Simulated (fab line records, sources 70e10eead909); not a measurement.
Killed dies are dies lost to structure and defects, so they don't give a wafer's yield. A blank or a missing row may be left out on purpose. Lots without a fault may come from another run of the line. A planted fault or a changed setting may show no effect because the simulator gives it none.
fab line records | flow nand_harc
record lots=6 wafers=18 last_day=32
route steps=1302 shown A_CHANNEL_HOLE_D1@460 END@1302
lots that met no fault: from a run of the same line without faults
start_h: hours from the record's first day to the start of the lot's first wafer shown | wait_h: hours since the lot's step before | " the same as in the row above | L1.1+2: a row that stands for several wafers | - no value, or no start given | * or withheld: withheld | < > ~ a bound
route shown NAME@n: a module of which the file shows steps, and the number in the route of the first | usual: mean/standard deviation of fault-free wafers | same: alike in all rows | chamber/n: place in a boat | sites: the reading at each site | _std_site: their standard deviation | _edge_site: outer sites' mean less inner sites' | radius_mm: how far each site lies from the wafer's centre | mask NAME#n: copy n | behind: the tool/chamber that last shaped the wafer | hold: why the lot was held/for how many hours/how that ended | device: the transistor (n, p or np) that didn't switch | end of line: the same wafers' tests at the end of the route | a step without rows: its recipe alone | killed: dies lost to structure and defects at the first sort, not the wafer's yield | map: a wafer's dies, x killed, . not, _ none there
set.NAME: the setting as run; set.NAME@STEP: as run at that earlier step | model.NAME: the simulator's own value behind a step, which no gauge read
lots at some steps of the route; a table a step, a row a wafer
services: from which hour (start_h, from the record's first day; less than 0 if before it) a tool's chamber was out of use, for how many hours, and why
## steps
# step NHARC_A_CHANNEL_HOLE_D1_PEB_08
# recipe peb_temp_c=100 peb_time_s=65
# step NHARC_A_CHANNEL_HOLE_D1_DEVELOP_09
# recipe develop_time_s=35 dev_temp_c=23
# step NHARC_A_CHANNEL_HOLE_D1_CD_MEAS_10
# recipe target_cd_nm=100 landing_energy_ev=500
# usual cd_nm=99.9/0.45
# same landing_energy_ev=500
# columns lot.wafer tool chamber start_h wait_h cd_nm
L476.1 cd_sem-01 0 221.94 - 99.6
L476.2 " 0 " " 99.8
L476.4 " 0 " " 99.3
L483.1 cd_sem-01 0 295.10 - 99.3
L483.3 " 0 " " 99.8
L483.5 " 0 " " 99.5
L484.3 cd_sem-02 0 304.27 - 100.1
L484.5 " 0 " " 100.7
L484.6 " 0 " " 100.9
L485.2 cd_sem-03 0 324.95 - 99.0
L485.3 " 0 " " 99.7
L485.4 " 0 " " 100.1
L488.1 cd_sem-01 0 343.82 - 100.0
L488.3 " 0 " " 99.2
L488.5 " 0 " " 100.0
L492.1 cd_sem-03 0 372.31 - 99.5
L492.5 " 0 " " 99.6
L492.6 " 0 " " 99.3
# step NHARC_A_CHANNEL_HOLE_D1_OVL_MEAS_11
# usual overlay_x_nm=0.0/0.59 overlay_y_nm=-0.2/0.68
# columns lot.wafer tool chamber start_h wait_h overlay_x_nm overlay_y_nm
L476.1 overlay-01 - 222.03 - 0.5 -0.1
L476.2 " - " " 0.2 0.2
L476.4 " - " " 0.2 0.1
L483.1 overlay-02 - 295.19 - -0.6 -0.5
L483.3 " - " " -0.5 -0.6
L483.5 " - " " -0.8 -0.4
L484.3 overlay-02 - 304.35 - 0.2 0.2
L484.5 " - " " 0.4 -0.2
L484.6 " - " " 0.9 0.1
L485.2 overlay-01 - 325.04 - -0.3 -0.3
L485.3 " - " " -0.4 -0.1
L485.4 " - " " -0.4 -0.7
L488.1 overlay-02 - 343.91 - -1.3 0.3
L488.3 " - " " -1.0 -0.2
L488.5 " - " " -1.4 0.3
L492.1 overlay-01 - 372.40 - 0.3 0.2
L492.5 " - " " 0.0 -0.1
L492.6 " - " " -0.9 0.3
# step NHARC_A_CHANNEL_HOLE_D1_INSPECT_12
# usual raw_defect_count=5.8/3
# columns lot.wafer tool chamber start_h wait_h raw_defect_count
L476.1 defect_inspect-01 - 222.07 0.0 6
L476.2 " - " " 10
L476.4 " - " " 2
L483.1 defect_inspect-02 - 295.23 0.0 10
L483.3 " - " " 3
L483.5 " - " " 3
L484.3 defect_inspect-02 - 304.39 0.0 1
L484.5 " - " " 5
L484.6 " - " " 5
L485.2 defect_inspect-02 - 325.08 0.0 3
L485.3 " - " " 7
L485.4 " - " " 9
L488.1 defect_inspect-02 - 343.95 0.0 6
L488.3 " - " " 2
L488.5 " - " " 5
L492.1 defect_inspect-02 - 372.43 0.0 5
L492.5 " - " " 3
L492.6 " - " " 4
# step NHARC_A_CHANNEL_HOLE_D1_DESCUM_15
# recipe time_s=3 o2_flow_sccm=200 ar_flow_sccm=0 bias_power_w=0 chemistry=O2
# step NHARC_A_CHANNEL_HOLE_D1_ETCH_38
# recipe target_depth_a=390 over_etch_frac=0.3 time_s=65 ion_energy_ev=80 cf4_flow_sccm=150 ar_flow_sccm=0 rf_w=300 bias_w=100 chemistry=CF4
# step NHARC_A_CHANNEL_HOLE_D1_ETCH_39
# recipe target_depth_a=2600 over_etch_frac=0.3 time_s=325 ion_energy_ev=200 n2_flow_sccm=150 h2_flow_sccm=150 ar_flow_sccm=0 rf_w=400 bias_w=150 chemistry=N2/H2
# usual drypump_motor_current_A=5.4/0.48 mfc_ar_sccm=0.010/0.016 n2_flow_sccm=150.0/0.45 oes_product_au=0.998/0.007 rf_vpp_V=428.6/2.2 showerhead_plenum_p_Torr=1.97/0.074 throttle_valve_pct=14.172/0.0091
# same over_etch_frac=0.3
# columns lot.wafer tool chamber start_h wait_h drypump_motor_current_A mfc_ar_sccm n2_flow_sccm oes_product_au rf_hours_counter_h rf_vpp_V showerhead_plenum_p_Torr throttle_valve_pct
L476.4 rie_diel-04 1 - - 4.8 0 149.4 1.000 12 434.3 2.21 14.169
L476.2 " 2 " " 5.6 0 149.4 0.995 12 430.0 2.03 14.164
L476.1 " 3 " " 5.9 0 149.4 0.993 12 425.4 1.89 14.177
L483.1 rie_diel-06 3 - - 5.1 0.037 149.4 0.983 14 429.0 1.96 14.170
L483.3 " 1 " " 6.2 0 150.5 0.988 12 426.9 1.89 14.168
L483.5 " 3 " " 5.1 0.037 149.8 1.004 - 429.3 1.96 14.168
L484.3 rie_diel-06 2 - - 4.9 0.001 149.7 1.006 14 427.4 1.94 14.171
L484.6 " 3 " " 5.1 0.037 150.0 1.001 - 429.5 1.96 14.166
L484.5 " 1 " " 6.2 0 149.7 1.007 - 426.5 1.89 14.171
L485.4 rie_diel-04 0 - - 5.7 0.029 150.6 1.007 51 428.8 1.99 14.165
L485.3 " 1 " " 4.8 0 149.7 0.999 51 434.7 2.20 14.191
L485.2 " 2 " " 5.6 0 149.5 0.990 48 429.9 2.02 14.158
L488.3 rie_diel-06 0 - - 5.6 0 149.7 1.002 2 428.7 2.02 14.166
L488.1 " 2 " " 5.0 0.001 150.2 0.983 2 427.7 1.94 14.151
L488.5 " 0 " " 5.6 0 150.6 1.003 - 430.2 2.02 14.165
L492.1 rie_diel-06 0 - - 5.6 0 150.3 1.000 5 430.1 2.02 14.174
L492.6 " 3 " " 5.0 0.037 149.6 0.995 - 427.6 1.96 14.165
L492.5 " 0 " " 5.6 0 149.8 0.995 - 429.7 2.02 14.174
# step NHARC_A_CHANNEL_HOLE_D1_ETCH_34
# recipe target_depth_a=1540 time_s=77 cf4_flow_sccm=100 chf3_flow_sccm=30 ar_flow_sccm=0 rf_w=500 bias_w=200 chemistry=CF4/CHF3
# step NHARC_A_CHANNEL_HOLE_D1_ETCH_16
# recipe target_depth_a=31000 over_etch_frac=0.3 time_s=806 ion_energy_ev=150 o2_flow_sccm=400 cos_flow_sccm=20 ar_flow_sccm=0 rf_w=500 bias_w=300 chemistry=O2/COS
# step NHARC_A_CHANNEL_HOLE_D1_CD_MEAS_18
# usual cd_nm=100.0/1.7
# columns lot.wafer tool chamber start_h wait_h cd_nm
L476.1 cd_sem-02 - 223.24 - 99.7
L476.2 " - " " 100.6
L476.4 " - " " 100.6
L483.1 cd_sem-01 - 296.40 - 98.4
L483.3 " - " " 101.5
L483.5 " - " " 99.2
L484.3 cd_sem-02 - 305.83 - 100.9
L484.5 " - " " 99.0
L484.6 " - " " 99.6
L485.2 cd_sem-03 - 326.25 - 99.9
L485.3 " - " " 100.6
L485.4 " - " " 99.2
L488.1 cd_sem-02 - 345.11 - 102.0
L488.3 " - " " 101.2
L488.5 " - " " 100.7
L492.1 cd_sem-01 - 373.61 - 98.9
L492.5 " - " " 100.4
L492.6 " - " " 98.7
# step NHARC_A_CHANNEL_HOLE_D1_ETCH_19
# recipe bias_v=1200 source_w=2500 pressure_mtorr=15 time_s=34.5 ar_flow_sccm=375 c4f8_flow_sccm=28.8 o2_flow_sccm=96.2 temp_c=-20 target_depth_a=* chemistry=C4F8/O2/Ar
# step NHARC_A_CHANNEL_HOLE_D1_ETCH_20
# recipe bias_v=3000 source_w=withheld pressure_mtorr=20 time_s=361.9 ar_flow_sccm=375 c4f8_flow_sccm=89.3 o2_flow_sccm=35.7 temp_c=-20 target_depth_a=16000 chemistry=C4F8/O2/Ar
# usual c4f8_flow_sccm=89.27/0.27 drypump_motor_current_A=6.04/0.24 mfc_ar_sccm=375.0/1.2 showerhead_plenum_p_Torr=3.63/0.11 throttle_valve_pct=32.155/0.0084
# columns lot.wafer tool chamber start_h wait_h c4f8_flow_sccm drypump_motor_current_A mfc_ar_sccm rf_hours_counter_h showerhead_plenum_p_Torr throttle_valve_pct
L476.2 har_etch-02 0 226.55 0.1 89.52 6.05 373.3 317 3.68 32.161
L476.1 " 1 " " 89.50 5.74 376.6 317 3.75 32.158
L476.4 " 0 " " 89.57 6.08 375.0 - 3.68 32.159
L483.1 har_etch-01 1 303.68 0.1 89.06 5.92 375.3 146 3.48 32.141
L483.3 " 0 " " 88.91 6.35 374.3 - 3.70 32.163
L483.5 " 1 " " 88.94 5.94 374.9 - 3.48 32.156
L484.3 har_etch-01 0 307.93 0.2 89.11 6.38 374.9 - 3.70 32.158
L484.5 " 0 " " 89.69 6.36 376.2 - 3.70 32.153
L484.6 " 1 " " 89.20 5.93 374.2 - 3.48 32.154
L485.2 har_etch-02 0 326.48 0.1 88.63 6.05 374.8 382 3.65 32.160
L485.4 " 1 " " 89.73 5.69 375.7 - 3.72 32.151
L485.3 " 0 " " 89.52 6.08 373.5 - 3.65 32.156
L488.1 har_etch-02 1 345.35 0.1 89.06 5.71 375.4 397 3.71 32.158
L488.3 " 0 " " 88.81 6.06 373.7 - 3.64 32.149
L488.5 " 1 " " 89.20 5.74 377.1 - 3.71 32.143
L492.1 har_etch-01 0 375.10 0.1 89.53 6.36 375.1 188 3.68 32.155
L492.5 " 1 " " 89.53 5.93 374.1 - 3.46 32.142
L492.6 " 0 " " 89.22 6.37 376.8 - 3.68 32.142
# step NHARC_A_CHANNEL_HOLE_D1_ETCH_21
# recipe bias_v=3000 source_w=withheld pressure_mtorr=20 time_s=514.3 ar_flow_sccm=375 c4f8_flow_sccm=89.3 o2_flow_sccm=35.7 temp_c=-20 target_depth_a=16000 chemistry=C4F8/O2/Ar
# usual c4f8_flow_sccm=89.34/0.27 drypump_motor_current_A=6.04/0.23 mfc_ar_sccm=375.2/1.1 showerhead_plenum_p_Torr=3.63/0.11 throttle_valve_pct=32.155/0.0089
# columns lot.wafer tool chamber start_h wait_h c4f8_flow_sccm drypump_motor_current_A mfc_ar_sccm rf_hours_counter_h showerhead_plenum_p_Torr throttle_valve_pct
L476.2 har_etch-02 0 226.87 0.3 89.63 6.07 376.3 318 3.68 32.148
L476.1 " 1 " " 89.56 5.72 375.8 318 3.75 32.141
L476.4 " 0 " " 89.51 6.05 375.9 - 3.68 32.150
L483.1 har_etch-01 1 303.99 0.3 89.44 5.94 373.3 146 3.48 32.140
L483.3 " 0 " " 89.60 6.37 375.6 - 3.70 32.153
L483.5 " 1 " " 89.25 5.93 375.4 - 3.48 32.154
L484.3 har_etch-01 0 308.28 0.3 89.39 6.38 375.1 - 3.70 32.156
L484.5 " 0 " " 89.16 6.36 375.9 - 3.70 32.157
L484.6 " 1 " " 90.05 5.94 375.8 - 3.48 32.158
L485.2 har_etch-02 0 326.82 0.3 89.87 6.07 375.3 382 3.65 32.161
L485.4 " 1 " " 89.16 5.72 374.0 - 3.72 32.157
L485.3 " 0 " " 89.31 6.04 375.6 - 3.65 32.146
L488.1 har_etch-02 1 345.68 0.3 89.22 5.73 374.5 397 3.71 32.151
L488.3 " 0 " " 89.37 6.04 375.6 - 3.64 32.145
L488.5 " 1 " " 89.15 5.71 374.1 - 3.71 32.160
L492.1 har_etch-01 0 375.44 0.3 89.33 6.37 376.6 188 3.68 32.151
L492.5 " 1 " " 89.61 5.93 377.0 - 3.46 32.161
L492.6 " 0 " " 89.33 6.37 375.0 - 3.68 32.146
# step NHARC_A_CHANNEL_HOLE_D1_ETCH_22
# recipe bias_v=3000 source_w=withheld pressure_mtorr=20 time_s=666.7 ar_flow_sccm=375 c4f8_flow_sccm=89.3 o2_flow_sccm=35.7 temp_c=-20 target_depth_a=16000 chemistry=C4F8/O2/Ar
# step NHARC_A_CHANNEL_HOLE_D1_ETCH_23
# recipe bias_v=5000 source_w=withheld pressure_mtorr=20 time_s=819 ar_flow_sccm=375 c4f8_flow_sccm=89.3 o2_flow_sccm=35.7 temp_c=-20 target_depth_a=16000 chemistry=C4F8/O2/Ar
# step NHARC_A_CHANNEL_HOLE_D1_ETCH_24
# recipe bias_v=5000 source_w=withheld pressure_mtorr=20 time_s=906.2 ar_flow_sccm=375 c4f8_flow_sccm=93.8 o2_flow_sccm=31.2 temp_c=-20 target_depth_a=15000 chemistry=C4F8/O2/Ar
# step NHARC_A_CHANNEL_HOLE_D1_ETCH_25
# recipe bias_v=5000 source_w=withheld pressure_mtorr=20 time_s=1040.2 ar_flow_sccm=375 c4f8_flow_sccm=93.8 o2_flow_sccm=31.2 temp_c=-20 target_depth_a=15000 chemistry=C4F8/O2/Ar
# usual c4f8_flow_sccm=93.83/0.28 drypump_motor_current_A=6.03/0.24 mfc_ar_sccm=375.1/1.1 showerhead_plenum_p_Torr=3.63/0.1 throttle_valve_pct=32.235/0.009
# columns lot.wafer tool chamber start_h wait_h c4f8_flow_sccm drypump_motor_current_A mfc_ar_sccm rf_hours_counter_h showerhead_plenum_p_Torr throttle_valve_pct
L476.2 har_etch-02 0 229.35 0.6 93.70 6.06 374.7 320 3.67 32.232
L476.1 " 1 " " 93.80 5.72 374.6 320 3.75 32.240
L476.4 " 0 " " 93.58 6.08 374.7 - 3.67 32.242
L483.1 har_etch-01 1 306.45 0.6 93.61 5.94 376.8 148 3.47 32.233
L483.3 " 0 " " 93.55 6.37 375.9 - 3.70 32.234
L483.5 " 1 " " 93.39 5.92 373.7 - 3.47 32.227
L484.3 har_etch-01 0 310.89 0.7 93.61 6.36 373.9 - 3.69 32.240
L484.5 " 0 " " 94.01 6.36 373.5 - 3.70 32.241
L484.6 " 1 " " 94.28 5.91 374.4 - 3.47 32.237
L485.2 har_etch-02 0 329.35 0.7 93.95 6.08 375.0 384 3.64 32.228
L485.4 " 1 " " 93.76 5.73 376.7 - 3.71 32.240
L485.3 " 0 " " 94.17 6.07 374.1 - 3.64 32.239
L488.1 har_etch-02 1 348.22 0.7 94.70 5.74 375.9 400 3.71 32.226
L488.3 " 0 " " 93.77 6.06 375.8 - 3.63 32.252
L488.5 " 1 " " 94.02 5.73 376.3 - 3.70 32.240
L492.1 har_etch-01 0 378.00 0.7 93.82 6.36 375.8 191 3.67 32.221
L492.5 " 1 " " 93.65 5.92 373.9 - 3.45 32.224
L492.6 " 0 " " 93.60 6.37 375.7 - 3.67 32.227
# step NHARC_A_CHANNEL_HOLE_D1_ETCH_26
# recipe bias_v=300 source_w=2000 pressure_mtorr=30 time_s=224.1 ar_flow_sccm=375 c4f8_flow_sccm=11.4 o2_flow_sccm=113.6 temp_c=-20 target_depth_a=3000 chemistry=C4F8/O2/Ar
# usual c4f8_flow_sccm=11.40/0.036 drypump_motor_current_A=6.04/0.24 mfc_ar_sccm=375.0/1 showerhead_plenum_p_Torr=3.67/0.11 throttle_valve_pct=24.583/0.0097
# columns lot.wafer tool chamber start_h wait_h c4f8_flow_sccm drypump_motor_current_A mfc_ar_sccm rf_hours_counter_h showerhead_plenum_p_Torr throttle_valve_pct
L476.2 har_etch-02 0 230.23 0.7 11.40 6.05 376.2 321 3.72 24.567
L476.1 " 1 " " 11.45 5.72 373.5 321 3.80 24.575
L476.4 " 0 " " 11.42 6.06 376.6 - 3.72 24.592
L483.1 har_etch-01 1 307.33 0.7 11.42 5.92 375.1 149 3.51 24.584
L483.3 " 0 " " 11.46 6.37 373.5 - 3.75 24.576
L483.5 " 1 " " 11.41 5.92 376.2 - 3.51 24.574
L484.3 har_etch-01 0 311.54 0.5 11.42 6.36 376.6 - 3.75 24.598
L484.5 " 0 " " 11.38 6.35 375.1 - 3.74 24.588
L484.6 " 1 " " 11.40 5.92 374.2 - 3.51 24.583
L485.2 har_etch-02 0 330.11 0.6 11.39 6.07 373.9 385 3.69 24.574
L485.4 " 1 " " 11.32 5.71 374.9 - 3.76 24.608
L485.3 " 0 " " 11.42 6.09 373.3 - 3.69 24.575
L488.1 har_etch-02 1 348.98 0.6 11.41 5.72 375.3 400 3.76 24.578
L488.3 " 0 " " 11.35 6.05 375.9 - 3.68 24.590
L488.5 " 1 " " 11.45 5.71 375.3 - 3.75 24.576
L492.1 har_etch-01 0 378.78 0.6 11.37 6.37 373.8 191 3.72 24.580
L492.5 " 1 " " 11.41 5.91 376.0 - 3.49 24.600
L492.6 " 0 " " 11.33 6.37 375.2 - 3.72 24.564
# step NHARC_A_CHANNEL_HOLE_D1_ETCH_33
# recipe bias_v=400 source_w=2000 pressure_mtorr=25 time_s=90 ar_flow_sccm=375 c4f8_flow_sccm=41.7 o2_flow_sccm=83.3 temp_c=-20 target_depth_a=4000 chemistry=C4F8/O2/Ar
# step NHARC_A_CHANNEL_HOLE_D1_STRIP_41
# recipe n2_flow_sccm=150 h2_flow_sccm=150 ar_flow_sccm=0 bias_w=0 chemistry=N2/H2
# step NHARC_A_CHANNEL_HOLE_D1_STRIP_42
# recipe cf4_flow_sccm=100 chf3_flow_sccm=30 ar_flow_sccm=0 bias_w=0 chemistry=CF4/CHF3
# step NHARC_A_CHANNEL_HOLE_D1_STRIP_43
# recipe o2_flow_sccm=400 cos_flow_sccm=20 ar_flow_sccm=0 bias_w=0 chemistry=O2/COS
# step NHARC_A_CHANNEL_HOLE_D1_ETCH_44
# recipe target_depth_a=1400 overetch_a=140 time_s=77 ion_energy_ev=100 cf4_flow_sccm=80 o2_flow_sccm=20 ar_flow_sccm=0 rf_w=300 bias_w=100 chemistry=CF4/O2
# step NHARC_A_CHANNEL_HOLE_D1_STRIP_27
# recipe o2_flow_sccm=500 ar_flow_sccm=0 bias_w=0 chemistry=O2
# usual drypump_motor_current_A=5.5/0.52 mfc_ar_sccm=0.008/0.014 oes_product_au=0.999/0.0072 rf_vpp_V=57.6/0.88 showerhead_plenum_p_Torr=3.46/0.12 throttle_valve_pct=17.035/0.0093
# columns lot.wafer tool chamber start_h wait_h drypump_motor_current_A mfc_ar_sccm oes_product_au rf_hours_counter_h rf_vpp_V showerhead_plenum_p_Torr throttle_valve_pct
L476.4 rie_diel-06 0 - - 5.6 0 0.990 7 56.9 3.50 17.037
L476.2 " 1 " " 6.2 0 0.995 6 57.4 3.29 17.035
L476.1 " 2 " " 5.0 0.001 0.988 7 57.8 3.38 17.033
L483.1 rie_diel-09 2 - - 4.9 0.006 0.993 49 57.8 3.61 17.041
L483.3 " 0 " " 5.8 0 0.997 52 58.4 3.44 17.026
L483.5 " 3 " " 6.5 0 0.989 - 58.5 3.67 17.043
L484.3 rie_diel-09 3 - - 6.5 0 1.008 57 59.7 3.67 17.030
L484.5 " 3 " " 6.5 0 1.005 - 58.2 3.67 17.040
L484.6 " 0 " " 5.8 0 0.997 - 56.5 3.43 17.048
L485.2 rie_diel-06 1 - - 6.2 0 1.011 1 56.8 3.29 17.049
L485.3 " 3 " " 5.1 0.037 0.994 2 57.8 3.41 17.032
L485.4 " 0 " " 5.6 0 1.006 2 57.7 3.50 17.033
L488.3 rie_diel-09 2 - - 4.9 0.006 1.002 6 57.6 3.60 17.030
L488.1 " 3 " " 6.4 0 1.015 7 56.4 3.66 17.029
L488.5 " 3 " " 6.5 0 1.015 - 57.7 3.66 17.026
L492.1 rie_diel-06 1 - - 6.2 0 1.002 6 55.7 3.28 17.047
L492.5 " 1 " " 6.2 0 1.015 - 56.3 3.28 17.032
L492.6 " 2 " " 5.0 0.001 0.986 - 57.6 3.37 17.042
# step NHARC_A_CHANNEL_HOLE_D1_PRECLEAN_28
# recipe time_s=* temp_c=50 bath_age_min=0 chemistry=SC1
# step NHARC_A_CHANNEL_HOLE_D1_SRD_29
# step NHARC_A_CHANNEL_HOLE_D1_CD_MEAS_30
# usual cd_nm=90.0/0.91
# columns lot.wafer tool chamber start_h wait_h cd_nm
L476.1 cd_sem-03 - 231.96 - 90.3
L476.2 " - " " 89.5
L476.4 " - " " 89.7
L483.1 cd_sem-02 - 309.16 - 91.2
L483.3 " - " " 90.7
L483.5 " - " " 90.0
L484.3 cd_sem-03 - 317.31 - 90.3
L484.5 " - " " 90.5
L484.6 " - " " 91.9
L485.2 cd_sem-03 - 331.83 - 90.5
L485.3 " - " " 90.1
L485.4 " - " " 90.4
L488.1 cd_sem-02 - 353.56 - 89.8
L488.3 " - " " 89.4
L488.5 " - " " 90.3
L492.1 cd_sem-03 - 380.48 - 90.3
L492.5 " - " " 90.1
L492.6 " - " " 88.4
# step NHARC_A_CHANNEL_HOLE_D1_XSEM_31
# recipe landing_energy_ev=35000
# usual bot_cd_nm=74.4/1 bow_nm=8.63/0.29 tilt_deg=0.09/0.044
# same landing_energy_ev=35000
# columns lot.wafer tool chamber start_h wait_h bot_cd_nm bow_nm tilt_deg
L476.1 xsem-02 0 232.06 0.1 75.1 9.45 0.11
L476.2 " 0 " " 74.4 9.45 0.11
L476.4 " 0 " " 74.4 9.45 0.11
L483.1 xsem-02 0 309.25 0.1 74.8 14.46 0.05
L483.3 " 0 " " 74.5 8.50 0.06
L483.5 " 0 " " 73.5 14.46 0.05
L483.1 xsem-02 0 - - 76.3 - 0.09
L483.3 " 0 " " 75.7 - 0.09
L483.5 " 0 " " 74.6 - 0.09
L484.3 xsem-01 0 317.41 0.1 75.4 8.63 0.04
L484.5 " 0 " " 74.6 8.67 0.05
L484.6 " 0 " " 76.3 14.66 0.05
L484.3 xsem-01 0 - - 74.6 - 0.05
L484.5 " 0 " " 75.1 - 0.05
L484.6 " 0 " " 75.9 - 0.05
L485.2 xsem-02 0 331.93 0.1 74.2 8.00 0.06
L485.3 " 0 " " 75.1 7.96 0.06
L485.4 " 0 " " 73.4 7.93 0.06
L488.1 xsem-01 0 353.64 0.1 74.1 8.46 0.10
L488.3 " 0 " " 74.2 8.37 0.10
L488.5 " 0 " " 75.2 8.42 0.10
L492.1 xsem-02 0 380.57 0.1 74.8 8.69 0.09
L492.5 " 0 " " 74.5 8.62 0.09
L492.6 " 0 " " 72.5 8.64 0.09
# step NHARC_A_CHANNEL_HOLE_D1_INSPECT_40
# usual raw_defect_count=72/29
# columns lot.wafer tool chamber start_h wait_h raw_defect_count
L476.1 defect_inspect-01 - 232.15 - 124
L476.2 " - " " 77
L476.4 " - " " 105
L483.1 defect_inspect-02 - 312.30 - 35
L483.3 " - " " 35
L483.5 " - " " 64
L484.3 defect_inspect-02 - 319.42 - 43
L484.5 " - " " 35
L484.6 " - " " 54
L485.2 defect_inspect-02 - 332.02 - 120
L485.3 " - " " 113
L485.4 " - " " 108
L488.1 defect_inspect-02 - 353.74 - 89
L488.3 " - " " 107
L488.5 " - " " 98
L492.1 defect_inspect-02 - 386.49 - 49
L492.5 " - " " 44
L492.6 " - " " 57
# step NHARC_END_SORT_01
# recipe temp_c=25
# usual killed_at_array=54/23 killed_at_other=1.2/1.5 killed_at_periphery=3.9/2.5 killed_dies=59/23 killed_open=3.2/1.7 killed_short=2.4/1.6
# same gross_dies=677
# columns lot.wafer tool chamber start_h wait_h killed_at_array killed_at_other killed_at_periphery killed_dies killed_open killed_short
L484.3 prober-01 0 693.72 3.1 56 0 3 59 1 4
L484.5 prober-01 0 695.30 3.7 44 1 7 52 4 3
L484.6 prober-01 0 696.10 4.0 59 0 5 64 1 2
# killed by level:class
L484.3 A_SLIT:chamber_film_flake=20 A_CHANNEL_HOLE_D2:chamber_film_flake=19 A_CONTACT:chamber_film_flake=5 A_STAIRCASE:chamber_film_flake=4 A_CHANNEL_HOLE_D2:geometric_particle:short=2 A_WL_FILL:chamber_film_flake=2 P_CONTACT:geometric_particle:open=1 P_CONTACT:geometric_particle:short=1
L484.5 A_SLIT:chamber_film_flake=19 A_CHANNEL_HOLE_D2:chamber_film_flake=5 A_CONTACT:chamber_film_flake=5 P_CONTACT:chamber_film_flake=3 A_CHANNEL_FILL_D1:chamber_film_flake=3 A_STAIRCASE:chamber_film_flake=3 A_CHANNEL_HOLE_D1:chamber_film_flake=2 P_M2:geometric_particle:open=1
L484.6 A_SLIT:chamber_film_flake=24 A_CHANNEL_HOLE_D2:chamber_film_flake=18 A_CONTACT:chamber_film_flake=11 P_GATE:chamber_film_flake=2 P_M0:geometric_particle:open=1 A_ONON_D2:geometric_particle:short=1 A_CHANNEL_HOLE_D2:geometric_particle:short=1 P_ZERO_WELL:chamber_film_flake=1
## services
# columns tool chamber start_h hours kind
rie_diel-06 3 202.62 7.1 repair
rie_diel-06 0 212.70 - clean
rie_diel-06 1 212.70 - clean
rie_diel-06 2 212.70 - clean
rie_diel-06 3 212.70 - clean
rie_diel-06 0 237.20 - clean
rie_diel-06 1 237.20 - clean
rie_diel-06 2 237.20 - clean
rie_diel-06 3 237.20 - clean
har_etch-01 - 259.35 1.0 repair
rie_diel-06 0 261.70 - clean
rie_diel-06 0 274.91 2.4 repair
rie_diel-06 0 302.42 5.1 repair
rie_diel-06 - 307.20 9.0 pm
xsem-02 - 315.04 4.3 repair
rie_diel-04 - 315.16 0.8 repair
rie_diel-09 - 320.53 9.0 pm
rie_diel-04 - 335.95 2.0 repair
rie_diel-04 - 355.36 9.0 pm
rie_diel-09 3 373.48 24.5 repair
xsem-01 - 374.00 14.0 pm
har_etch-02 - 377.00 17.0 pm
har_etch-02 0 377.00 17.0 vent_cycle
har_etch-02 1 377.00 17.0 vent_cycle
## key
first_sign step=NHARC_A_CHANNEL_HOLE_D1_XSEM_31 reading=visit direction=added
effect step=NHARC_A_CHANNEL_HOLE_D1_XSEM_31 reading=bow_nm direction=up sigmas=20 usual=8.63 struck=14.53
met_at NHARC_A_CHANNEL_HOLE_D1_ETCH_20
struck_wafers L483.1,L483.5,L484.6
tester_left_out L483,L484
fault kind=process_parameter_drift tool=har_etch-01 chamber=1 onset_h=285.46 steps=NHARC_A_CHANNEL_HOLE_D1_ETCH_20 channel=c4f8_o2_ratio offset=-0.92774 shape=step end_h=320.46 acts_in=these_recipes_only stated=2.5
# tester_left_out: of these lots the tester's yield and bins aren't shown, on N5 and GAA mostly nor the transistor test; their killed dies are dies lost to structure and defects alone, not to doping, threshold or leakage, so they don't give the yield
